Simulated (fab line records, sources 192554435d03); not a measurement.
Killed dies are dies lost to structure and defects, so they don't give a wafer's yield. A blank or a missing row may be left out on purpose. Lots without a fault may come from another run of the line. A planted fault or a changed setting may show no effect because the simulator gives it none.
fab line records | flow n5_finfet | part 1 of 2: steps 1 to 18 of 30
record lots=5 wafers=15 last_day=16
route steps=1938 shown FIN_CUT@173 STI_FIN_REVEAL@183
lots that met no fault: from a run of the same line without faults
start_h: hours from the record's first day to the start of the lot's first wafer shown | wait_h: hours since the lot's step before | " the same as in the row above | L1.1+2: a row that stands for several wafers | - no value, or no start given | * or withheld: withheld | < > ~ a bound
route shown NAME@n: a module of which the file shows steps, and the number in the route of the first | usual: mean/standard deviation of fault-free wafers | same: alike in all rows | chamber/n: place in a boat | sites: the reading at each site | _std_site: their standard deviation | _edge_site: outer sites' mean less inner sites' | radius_mm: how far each site lies from the wafer's centre | mask NAME#n: copy n | behind: the tool/chamber that last shaped the wafer | hold: why the lot was held/for how many hours/how that ended | device: the transistor (n, p or np) that didn't switch | end of line: the same wafers' tests at the end of the route | a step without rows: its recipe alone | killed: dies lost to structure and defects at the first sort, not the wafer's yield | map: a wafer's dies, x killed, . not, _ none there
set.NAME: the setting as run; set.NAME@STEP: as run at that earlier step | model.NAME: the simulator's own value behind a step, which no gauge read
lots at some steps of the route; a table a step, a row a wafer
services: from which hour (start_h, from the record's first day; less than 0 if before it) a tool's chamber was out of use, for how many hours, and why
## steps
# step N5_FIN_CUT_CUT_ETCH_26
# recipe chemistry=CH3F/O2 target=SiNx target_depth_a=390 mask_material=SOC time_s=55.7 pressure_mtorr=30 source_w=395 bias_w=73 Ar_flow_sccm=150 CH3F_flow_sccm=30 O2_flow_sccm=20 ion_energy_ev=120
# usual drypump_motor_current_A=5.5/0.41 oes_ar_750_au=0.80/0.087 oes_product_au=0.80/0.092 rf_vpp_V=297/3.8 showerhead_plenum_p_Torr=2.00/0.086 throttle_valve_pct=16.41/0.21
# columns lot.wafer tool chamber start_h wait_h drypump_motor_current_A oes_ar_750_au oes_product_au rf_hours_counter_h rf_vpp_V showerhead_plenum_p_Torr throttle_valve_pct
L076.2 rie_diel-04 0 40.15 0.0 6.3 0.97 0.95 1 293 2.05 16.51
L076.3 " 2 " " 5.6 0.73 0.72 161 299 1.91 16.55
L076.6 " 3 " " 5.8 0.77 0.75 - 295 2.09 16.65
L078.3 rie_diel-06 2 54.69 0.0 5.8 0.71 0.71 219 302 2.08 16.50
L078.5 " 3 " " 5.6 0.91 0.93 - 300 2.13 16.12
L078.6 " 2 " " 5.8 0.71 0.71 - 303 2.07 16.49
L081.1 rie_diel-05 1 69.69 0.0 5.5 0.79 0.80 99 299 1.93 16.32
L081.3 " 3 " " 5.2 0.75 0.73 182 293 1.90 16.44
L081.6 " 1 " " 5.5 0.80 0.81 - 299 1.93 16.32
L085.3 rie_diel-05 1 96.63 0.0 5.5 0.79 0.80 106 297 1.92 16.34
L085.5 " 0 " " 5.8 0.94 0.95 - 295 1.95 16.06
L085.6 " 3 " " 5.1 0.73 0.73 - 292 1.90 16.44
L093.3 rie_diel-05 0 141.91 0.0 5.9 0.91 0.91 23 296 1.94 16.11
L093.4 " 1 " " 5.5 0.78 0.77 122 298 1.92 16.36
L093.6 " 3 " " 5.2 0.72 0.72 - 294 1.89 16.46
# step N5_FIN_CUT_CUT_ETCH_27
# recipe chemistry=CHF3/O2 target=SiO2 target_depth_a=40 mask_material=SOC overetch_a=20 time_s=4.9 pressure_mtorr=30 source_w=650 bias_w=170 Ar_flow_sccm=200 CHF3_flow_sccm=50 O2_flow_sccm=5 ion_energy_ev=200
# usual drypump_motor_current_A=5.5/0.41 oes_ar_750_au=0.80/0.087 oes_product_au=0.63/0.07 rf_vpp_V=522/6.6 showerhead_plenum_p_Torr=2.41/0.1 throttle_valve_pct=18.89/0.21
# columns lot.wafer tool chamber start_h wait_h drypump_motor_current_A oes_ar_750_au oes_product_au rf_hours_counter_h rf_vpp_V showerhead_plenum_p_Torr throttle_valve_pct
L076.2 rie_diel-04 0 40.20 0.0 6.3 0.97 0.76 1 514 2.47 19.02
L076.3 " 2 " " 5.7 0.74 0.58 161 527 2.30 18.96
L076.6 " 3 " " 5.8 0.76 0.59 - 517 2.51 19.13
L078.3 rie_diel-06 2 54.73 0.0 5.8 0.71 0.57 219 534 2.50 18.96
L078.5 " 3 " " 5.6 0.91 0.74 - 529 2.56 18.62
L078.6 " 2 " " 5.8 0.71 0.56 - 531 2.50 18.94
L081.1 rie_diel-05 1 69.74 0.0 5.4 0.79 0.63 99 525 2.33 18.83
L081.3 " 3 " " 5.1 0.74 0.59 182 516 2.29 18.88
L081.6 " 1 " " 5.5 0.80 0.63 - 527 2.33 18.83
L085.3 rie_diel-05 1 96.67 0.0 5.5 0.78 0.63 106 525 2.33 18.85
L085.5 " 0 " " 5.9 0.94 0.75 - 520 2.35 18.55
L085.6 " 3 " " 5.2 0.74 0.58 - 517 2.29 18.91
L093.3 rie_diel-05 0 141.95 0.0 5.9 0.90 0.73 23 520 2.34 18.59
L093.4 " 1 " " 5.5 0.77 0.62 122 527 2.32 18.86
L093.6 " 3 " " 5.1 0.73 0.57 - 516 2.29 18.93
# step N5_FIN_CUT_PRECLEAN_35
# recipe time_s=13.3 temp_c=45 pressure_torr=125 p_hf_torr=3 p_coreactant_torr=25 chemistry=vHF
# usual drypump_motor_current_A=5.72/0.23
# columns lot.wafer tool chamber start_h wait_h drypump_motor_current_A
L076.2 vapor_etch-02 0 40.26 0.0 5.83
L076.3 " 1 " " 6.02
L076.6 " 1 " " 6.00
L078.3 vapor_etch-01 0 54.82 0.1 5.41
L078.5 " 0 " " 5.42
L078.6 " 1 " " 5.80
L081.1 vapor_etch-02 0 69.80 0.0 5.83
L081.3 " 0 " " 5.84
L081.6 " 1 " " 6.02
L085.3 vapor_etch-01 0 96.76 0.1 5.39
L085.5 " 1 " " 5.82
L085.6 " 0 " " 5.41
L093.3 vapor_etch-01 1 142.04 0.1 5.82
L093.4 " 0 " " 5.40
L093.6 " 1 " " 5.79
# step N5_FIN_CUT_CUT_ETCH_15
# recipe chemistry=HBr/Cl2/O2 target=Si target_depth_a=1000 bt_time_s=10 mask_material=SOC time_s=42.4 ion_energy_ev=* bias_w=* pressure_mtorr=10 icp_w=800 HBr_flow_sccm=150 Cl2_flow_sccm=80 O2_flow_sccm=12
# usual drypump_motor_current_A=5.8/0.4 oes_product_au=1.000/0.014 throttle_valve_pct=37.2/0.39
# columns lot.wafer tool chamber start_h wait_h drypump_motor_current_A oes_product_au rf_hours_counter_h throttle_valve_pct
L076.2 rie_si-05 0 40.34 0.1 5.3 0.991 122 37.8
L076.3 " 3 " " 5.7 1.026 0 36.6
L076.6 " 1 " " 6.1 1.024 - 36.8
L078.3 rie_si-04 2 54.88 0.0 6.1 1.015 127 37.1
L078.5 " 0 " " 6.4 0.981 - 37.4
L078.6 " 3 " " 6.6 0.990 - 37.2
L081.1 rie_si-01 3 69.88 0.1 6.2 0.994 186 37.6
L081.3 " 1 " " 5.3 1.000 167 37.3
L081.6 " 0 " " 5.8 1.013 - 37.1
L085.3 rie_si-04 3 96.82 0.0 6.6 0.982 120 37.1
L085.5 " 3 " " 6.6 0.979 - 37.2
L085.6 " 2 " " 6.1 1.012 - 37.1
L093.3 rie_si-05 3 142.10 0.0 5.7 1.016 2 36.6
L093.4 " 1 " " 6.1 1.017 26 36.8
L093.6 " 1 " " 6.1 1.010 - 36.7
# step N5_FIN_CUT_CUT_ETCH_28
# recipe chemistry=HBr/Cl2/O2 target=Si target_depth_a=60 mask_material=SOC time_s=2.4 ion_energy_ev=* bias_w=* pressure_mtorr=10 icp_w=800 HBr_flow_sccm=150 Cl2_flow_sccm=80 O2_flow_sccm=12
# usual drypump_motor_current_A=5.8/0.4 oes_product_au=1.000/0.014 throttle_valve_pct=37.2/0.38
# columns lot.wafer tool chamber start_h wait_h drypump_motor_current_A oes_product_au rf_hours_counter_h throttle_valve_pct
L076.2 rie_si-05 0 40.40 0.0 5.3 0.987 122 37.8
L076.3 " 3 " " 5.7 1.015 0 36.6
L076.6 " 1 " " 6.1 1.015 - 36.7
L078.3 rie_si-04 2 54.94 0.0 6.1 1.019 127 37.1
L078.5 " 0 " " 6.4 0.992 - 37.4
L078.6 " 3 " " 6.6 0.983 - 37.1
L081.1 rie_si-01 3 69.94 0.0 6.2 1.003 186 37.5
L081.3 " 1 " " 5.3 1.002 167 37.3
L081.6 " 0 " " 5.7 1.003 - 37.1
L085.3 rie_si-04 3 96.88 0.0 6.6 0.983 120 37.1
L085.5 " 3 " " 6.6 0.985 - 37.1
L085.6 " 2 " " 6.1 1.024 - 37.1
L093.3 rie_si-05 3 142.16 0.0 5.7 1.011 2 36.6
L093.4 " 1 " " 6.1 1.018 26 36.8
L093.6 " 1 " " 6.1 1.015 - 36.8
# step N5_FIN_CUT_STRIP_22
# recipe chemistry=N2/H2 power_w=500 temp_c=40 pressure_mtorr=50 rf_frequency_hz=6e+07 overash_fraction=0.3 bias_power_w=8 h2_frac=0.5 n2_flow_sccm=300 h2_flow_sccm=300
# usual drypump_motor_current_A=5.6/0.43 oes_product_au=0.79/0.088 rf_vpp_V=54.3/2.1 showerhead_plenum_p_Torr=3.36/0.13 throttle_valve_pct=18.91/0.27
# columns lot.wafer tool chamber start_h wait_h drypump_motor_current_A oes_product_au rf_hours_counter_h rf_vpp_V showerhead_plenum_p_Torr throttle_valve_pct
L076.2 rie_diel-05 2 40.46 0.0 4.9 0.84 63 53.4 3.43 19.06
L076.3 " 1 " " 5.5 0.82 89 51.3 3.28 19.15
L076.6 " 3 " " 5.2 0.76 - 54.3 3.20 18.97
L078.3 rie_diel-04 2 55.00 0.0 5.7 0.73 166 54.8 3.22 18.95
L078.5 " 2 " " 5.7 0.71 - 57.9 3.23 19.02
L078.6 " 3 " " 5.9 0.73 - 52.9 3.48 18.83
L081.1 rie_diel-04 1 70.01 0.0 6.0 0.73 185 56.0 3.48 18.53
L081.3 " 2 " " 5.7 0.73 171 57.5 3.22 19.01
L081.6 " 0 " " 6.3 0.92 - 56.5 3.41 18.90
L085.3 rie_diel-04 2 96.94 0.0 5.6 0.73 179 54.5 3.22 18.97
L085.5 " 1 " " 6.0 0.74 - 57.6 3.47 18.52
L085.6 " 2 " " 5.6 0.73 - 49.8 3.22 19.05
L093.3 rie_diel-05 3 142.23 0.0 5.2 0.73 205 53.9 3.19 19.02
L093.4 " 2 " " 4.9 0.79 96 54.5 3.41 19.15
L093.6 " 3 " " 5.2 0.72 - 54.5 3.19 19.03
# step N5_FIN_CUT_PRECLEAN_36
# recipe chemistry=O3/DIW time_s=60 temp_c=22 o3_ppm=10
# columns lot.wafer tool chamber start_h wait_h
L076.2+3+6 wet_bench-02 7,0,3 40.53 -
L078.3+5+6 wet_bench-04 7,1,3 55.07 -
L081.1+3+6 wet_bench-06 4,6,2 70.07 -
L085.3+5+6 wet_bench-02 7,4,5 97.01 -
L093.3+4+6 wet_bench-02 7,6,3 142.29 -
# step N5_FIN_CUT_SRD_32
# recipe dry=ipa_marangoni time_s=30 temp_c=23 rinse_liquid=diw
# columns lot.wafer tool chamber start_h wait_h
L076.2+3+6 wet_bench-02 7,0,3 40.55 0.0
L078.3+5+6 wet_bench-04 7,1,3 55.09 0.0
L081.1+3+6 wet_bench-06 4,6,2 70.09 0.0
L085.3+5+6 wet_bench-02 7,4,5 97.03 0.0
L093.3+4+6 wet_bench-02 7,6,3 142.32 0.0
# step N5_FIN_CUT_UV_OZONE_34
# recipe time_s=120 pressure_torr=760 temp_c=25
# columns lot.wafer tool chamber start_h wait_h
L076.2+3+6 wet_bench-02 7,0,3 40.57 0.0
L078.3+5+6 wet_bench-04 7,1,3 55.11 0.0
L081.1+3+6 wet_bench-06 4,6,2 70.11 0.0
L085.3+5+6 wet_bench-02 7,4,5 97.05 0.0
L093.3+4+6 wet_bench-02 7,6,3 142.33 0.0
# step N5_FIN_CUT_INSPECT_17
# recipe inspect_instrument=brightfield mode=aei
# usual raw_defect_count=250/100
# columns lot.wafer tool chamber start_h wait_h raw_defect_count
L076.2 defect_inspect-01 - 40.63 0.0 275
L076.3 " - " " 228
L076.6 " - " " 176
L078.3 defect_inspect-02 - 55.16 0.0 261
L078.5 " - " " 248
L078.6 " - " " 363
L081.1 defect_inspect-01 - 70.17 0.0 272
L081.3 " - " " 225
L081.6 " - " " 439
L085.3 defect_inspect-02 - 97.10 0.0 223
L085.5 " - " " 315
L085.6 " - " " 192
L093.3 defect_inspect-01 - 142.40 0.0 245
L093.4 " - " " 281
L093.6 " - " " 209
# step N5_STI_FIN_REVEAL_ALD_00
# recipe material=SiO2 target_thk_a=10 temp_c=300 ald_precursor_family=BDEAS ald_co_reactant=O2-plasma pulse_time_s=1 pressure_torr=2
# usual heater_power_w=468/42 precursor_pulse_height_rel=0.998/0.018
# columns lot.wafer tool chamber start_h wait_h heater_power_w precursor_pulse_height_rel
L076.2 ald_sin-02 2 40.66 0.0 493 1.008
L076.3 " 0 " " 544 1.005
L076.6 " 2 " " 482 1.021
L078.3 ald_sin-04 3 55.27 0.1 447 0.995
L078.5 " 1 " " 515 1.008
L078.6 " 0 " " 520 0.987
L081.1 ald_sin-04 0 70.48 0.3 527 1.024
L081.3 " 3 " " 451 1.014
L081.6 " 1 " " 533 1.017
L085.3 ald_sin-04 1 97.14 0.0 524 1.011
L085.5 " 0 " " 533 1.002
L085.6 " 3 " " 449 0.982
L093.3 ald_sin-02 3 142.43 0.0 487 0.967
L093.4 " 1 " " 443 1.025
L093.6 " 0 " " 508 0.999
# step N5_STI_FIN_REVEAL_ALD_14
# recipe material=Si3N4 target_thk_a=30 temp_c=400 ald_precursor_family=SiH2I2 ald_co_reactant=N2/H2-plasma pressure_torr=2
# usual heater_power_w=835/75
# columns lot.wafer tool chamber start_h wait_h heater_power_w
L076.2 ald_sin-02 2 40.71 0.0 872
L076.3 " 0 " " 987
L076.6 " 2 " " 875
L078.3 ald_sin-04 3 55.32 0.0 792
L078.5 " 1 " " 946
L078.6 " 0 " " 943
L081.1 ald_sin-04 0 70.53 0.0 942
L081.3 " 3 " " 795
L081.6 " 1 " " 938
L085.3 ald_sin-04 1 97.19 0.0 944
L085.5 " 0 " " 925
L085.6 " 3 " " 803
L093.3 ald_sin-02 3 142.48 0.0 877
L093.4 " 1 " " 775
L093.6 " 0 " " 926
# step N5_STI_FIN_REVEAL_FCVD_FILL_01
# recipe material=SiO2_flowable target_thk_a=3120 temp_c=100 pressure_torr=0.8 rf_w=2000 time_s=512.2
# columns lot.wafer tool chamber start_h wait_h
L076.2+3+6 fcvd-01 1 41.41 0.6
L078.3+5+6 fcvd-01 0,0,1 55.76 0.3
L081.1+3+6 fcvd-02 1,0,1 70.76 0.1
L085.3+5+6 fcvd-02 1,1,0 97.63 0.3
L093.3+4+6 fcvd-01 0,1,1 142.92 0.3
# step N5_STI_FIN_REVEAL_DENSIFY_02
# recipe temp_c=650 ambient=steam time_s=1800 idle_temp_c=400 densification_p_h2o_torr=640
# usual spike_tc_centre_C=650.9/1.8
# columns lot.wafer tool chamber start_h wait_h spike_tc_centre_C
L076.2 furnace-02 0 42.45 0.8 650.8
L076.3 " 0 " " 648.5
L076.6 " 0 " " 648.2
L078.3 furnace-02 0 56.20 0.2 648.2
L078.5 " 0 " " 651.3
L078.6 " 0 " " 649.9
L081.1 furnace-01 0 71.40 0.4 650.2
L081.3 " 0 " " 651.8
L081.6 " 0 " " 651.4
L085.3 furnace-02 0 98.06 0.2 648.3
L085.5 " 0 " " 648.3
L085.6 " 0 " " 649.2
L093.3 furnace-03 0 143.35 0.2 651.3
L093.4 " 0 " " 651.8
L093.6 " 0 " " 650.6
# step N5_STI_FIN_REVEAL_CMP_04
# recipe stop_on=Si3N4 t_overpolish_s=4 down_force_psi=2 platen_rpm=54.18 post_cmp_clean=alkaline_brush pad_velocity_m_s=1.078 target_thk_nm=131.83
# usual motor_current_A=8.0/0.56 overpolish_run_s=3.999/0.0089 retaining_ring_pressure_frac=1.000/0.005 time_to_endpoint_s=107/5.7
# columns lot.wafer tool chamber start_h wait_h motor_current_A overpolish_run_s retaining_ring_pressure_frac time_to_endpoint_s
L076.2 cmp-01 1 46.61 0.0 8.7 4.006 0.996 108
L076.3 " 2 " " 8.5 3.991 0.992 101
L076.6 " 2 " " 8.1 4.002 0.999 103
L078.3 cmp-01 3 60.36 0.0 7.5 4.000 0.994 107
L078.5 " 3 " " 7.2 4.007 1.008 103
L078.6 " 0 " " 8.6 3.986 1.000 107
L081.3 cmp-01 3 75.62 0.1 7.1 3.991 1.002 106
L081.1 " 0 " " 8.6 3.996 0.998 106
L081.6 " 2 " " 7.8 4.022 1.000 99
L085.3 cmp-01 1 102.28 0.1 8.7 4.008 1.004 103
L085.5 " 0 " " 8.4 3.978 0.995 109
L085.6 " 1 " " 8.5 3.995 1.005 107
L093.3 cmp-01 1 147.56 0.1 8.7 3.992 1.004 116
L093.4 " 2 " " 7.9 3.993 1.000 108
L093.6 " 0 " " 8.3 4.007 1.002 122
# step N5_STI_FIN_REVEAL_THK_MEAS_05
# usual thk_nm=131.9/1.3
# columns lot.wafer tool chamber start_h wait_h thk_nm
L076.2 film_metro-01 - 46.91 - 132.4
L076.3 " - " " 129.6
L076.6 " - " " 130.2
L078.3 film_metro-01 - 60.66 - 132.5
L078.5 " - " " 132.9
L078.6 " - " " 132.9
L081.1 film_metro-01 - 75.87 - 132.6
L081.3 " - " " 131.9
L081.6 " - " " 130.4
L085.3 film_metro-02 - 102.54 - 131.7
L085.5 " - " " 132.4
L085.6 " - " " 131.9
L093.3 film_metro-02 - 147.81 - 132.3
L093.4 " - " " 131.1
L093.6 " - " " 133.6
# step N5_STI_FIN_REVEAL_DENSIFY_30
# recipe temp_c=* time_s=* ambient=N2 idle_temp_c=600 ramp_up_c_per_s=150 ramp_down_c_per_s=60 cool_to_c=600
# usual lamp_power_pct=11.54/0.058 wafer_temp_C_max=*
# columns lot.wafer tool chamber start_h wait_h lamp_power_pct wafer_temp_C_max
L076.2 rtp_anneal-02 0 46.97 0.1 11.62 *
L076.3 " 0 " " 11.50 *
L076.6 " 0 " " 11.61 *
L078.3 rtp_anneal-01 0 60.93 0.3 11.54 *
L078.5 " 0 " " 11.52 *
L078.6 " 0 " " 11.58 *
L081.1 rtp_anneal-02 0 75.97 0.1 11.50 *
L081.3 " 0 " " 11.58 *
L081.6 " 0 " " 11.57 *
L085.3 rtp_anneal-02 0 102.66 0.1 11.54 *
L085.5 " 0 " " 11.47 *
L085.6 " 0 " " 11.52 *
L093.3 rtp_anneal-01 0 147.90 0.1 11.54 *
L093.4 " 0 " " 11.54 *
L093.6 " 0 " " 11.55 *
# step N5_STI_FIN_REVEAL_ETCHBACK_08
# recipe chemistry=C4F6/O2 target=SiO2 target_depth_a=305 time_s=10.167 ion_energy_ev=250 pressure_mtorr=30 source_w=345 bias_w=185 Ar_flow_sccm=300 C4F6_flow_sccm=10 O2_flow_sccm=10
# usual drypump_motor_current_A=5.53/0.26 oes_ar_750_au=0.78/0.075 oes_product_au=0.78/0.078 rf_vpp_V=665/10 showerhead_plenum_p_Torr=2.82/0.1 throttle_valve_pct=21.24/0.19
# columns lot.wafer tool chamber start_h wait_h drypump_motor_current_A oes_ar_750_au oes_product_au rf_hours_counter_h rf_vpp_V showerhead_plenum_p_Torr throttle_valve_pct
L076.2 rie_diel-01 2 47.15 0.2 5.95 0.90 0.91 33 654 2.88 21.23
L076.3 " 1 " " 5.10 0.95 0.94 19 675 2.93 21.17
L076.6 " 0 " " 5.48 0.70 0.69 - 660 2.82 21.13
L078.3 rie_diel-03 0 61.20 0.2 5.57 0.84 0.85 41 665 3.01 21.42
L078.5 " 1 " " 5.68 0.81 0.81 - 686 2.74 21.08
L078.6 " 0 " " 5.58 0.86 0.86 - 667 3.01 21.43
L081.1 rie_diel-03 2 76.21 0.2 5.59 0.77 0.78 139 672 2.63 21.32
L081.3 " 0 " " 5.58 0.85 0.86 45 665 3.01 21.45
L081.6 " 1 " " 5.68 0.81 0.81 - 685 2.73 21.09
L085.3 rie_diel-01 1 103.04 0.4 5.12 0.90 0.90 46 675 2.92 21.22
L085.5 " 3 " " 5.42 0.75 0.77 - 668 2.87 20.86
L085.6 " 0 " " 5.45 0.68 0.68 - 658 2.81 21.15
L093.3 rie_diel-02 2 148.15 0.2 5.80 0.68 0.69 249 649 2.93 21.35
L093.4 " 0 " " 5.44 0.71 0.70 189 663 2.72 21.20
L093.6 " 2 " " 5.79 0.68 0.68 - 648 2.93 21.34
